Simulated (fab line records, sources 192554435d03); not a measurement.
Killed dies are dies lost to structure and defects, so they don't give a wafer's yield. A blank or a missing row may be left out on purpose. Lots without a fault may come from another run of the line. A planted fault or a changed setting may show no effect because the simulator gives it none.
A struck lot beside a sound one | flow n5_finfet | 16 steps out of a route of 1938
Sound: wafers L597.1, L597.2, L597.4. Struck: wafers L604.3, L604.5, L604.6. The cause comes at the end.
At each step with rows: each side's tool, then ch and its chambers, then its first start. Under that, the readings that differ: sound wafers | struck wafers | difference of the means | sigmas: that difference in standard deviations of wafers without a fault.
alike: readings whose means differ by less than 2 such deviations, and words and numbers that are the same on both sides. not compared: withheld readings, readings that some wafer has no value for, bounds like >300 that may hide the same value, and numbers for which the record gives no deviation and whose values overlap.
The two part at a step that has a row with sigmas, a row that says differs or no value, or rows on one side only. Numbers that don't overlap but have no deviation are shown without sigmas and don't part them. A reading that every wafer of one side lacks parts them only if that side has two wafers or more.

first, 7 steps without rows for these wafers: N5_WELL_APT_COAT_02 (resist thk 950 nm); N5_WELL_APT_EBR_04; N5_WELL_APT_SOFTBAKE_03 (time 60 s); N5_WELL_APT_EXPOSE_05 (exposes mask NWELL, defocus 0 nm, target cd 200 nm); N5_WELL_APT_PEB_06 (peb time 90 s); N5_WELL_APT_DEVELOP_07 (develop time 45 s); N5_WELL_APT_HARDBAKE_12 (time 120 s).
N5_WELL_APT_CD_MEAS_08: target cd 200 nm.
  sound on cd_sem-03 ch 0, day 2 19:52; struck on cd_sem-01 ch 0, day 4 13:45
  alike: cd_nm
N5_WELL_APT_OVL_MEAS_09:
  sound on overlay-01 ch 0, day 2 19:54; struck on overlay-01 ch 0, day 4 13:47
  alike: NWELL_OVL
N5_WELL_APT_INSPECT_10: inspects for defects (macro).
  sound on defect_inspect-02, day 2 19:56; struck on defect_inspect-02, day 4 13:48
  alike: raw_defect_count
N5_WELL_APT_DESCUM_13: chemistry O2, time 7.9 s.
  sound on rie_diel-02 ch 1,2,3, day 2 19:58; struck on rie_diel-04 ch 0,2,3, day 4 14:01
  reading                         | sound          | struck         | difference | sigmas
  showerhead_plenum_p_Torr (Torr) | 2.10 2.25 2.20 | 2.04 2.09 2.00 | -0.14      | -2
  alike: drypump_motor_current_A, oes_product_au, rf_fwd_power_W, rf_vpp_V, throttle_valve_pct
  not compared: rf_hours_counter_h
then, 1 step without rows for these wafers: N5_WELL_APT_IMPLANT_14.
N5_WELL_APT_IMPLANT_15:
  sound on implanter-01 ch 0, day 2 20:14; struck on implanter-02 ch 0, day 4 14:22
  reading                   | sound                | struck               | difference | sigmas
  beam_energy_keV           | 24.994 25.004 24.999 | 29.780 29.779 29.774 | +4.779     | +99 or more
  model.implant.rp_nm (nm)  | 18.55 18.55 18.55    | 21.56 21.56 21.56    | +3.01      |
  model.implant.drp_nm (nm) | 8.457 8.457 8.457    | 9.586 9.586 9.586    | +1.129     |
  alike: tilt_deg
then, 1 step without rows for these wafers: N5_WELL_APT_STRIP_16 (strips in SPM, time 900 s).
-- the record jumps here: 6 days lie between the struck wafers' starts before and after (it left off in module WELL_APT and takes up again in module BEOL_M4, whose first step shown is number 1111 of the route) --
N5_BEOL_M4_RC_MEAS_101:
  sound on prober-01 ch 0, day 8 20:08; struck on prober-02 ch 0, day 10 13:35
  alike: DIBL_N, DIBL_P, IOFF_N, IOFF_P, ION_N, ION_P, SS_N, SS_P, VT_N, VT_P
then, 1 step without rows for these wafers: N5_PASSIVATION_PROBE_49.

WHERE THEY PART
First at N5_WELL_APT_DESCUM_13; last, within this record, at N5_WELL_APT_IMPLANT_15. Later steps at which nothing parts them and some readings are alike: N5_BEOL_M4_RC_MEAS_101.

WHY: what the simulator had put in
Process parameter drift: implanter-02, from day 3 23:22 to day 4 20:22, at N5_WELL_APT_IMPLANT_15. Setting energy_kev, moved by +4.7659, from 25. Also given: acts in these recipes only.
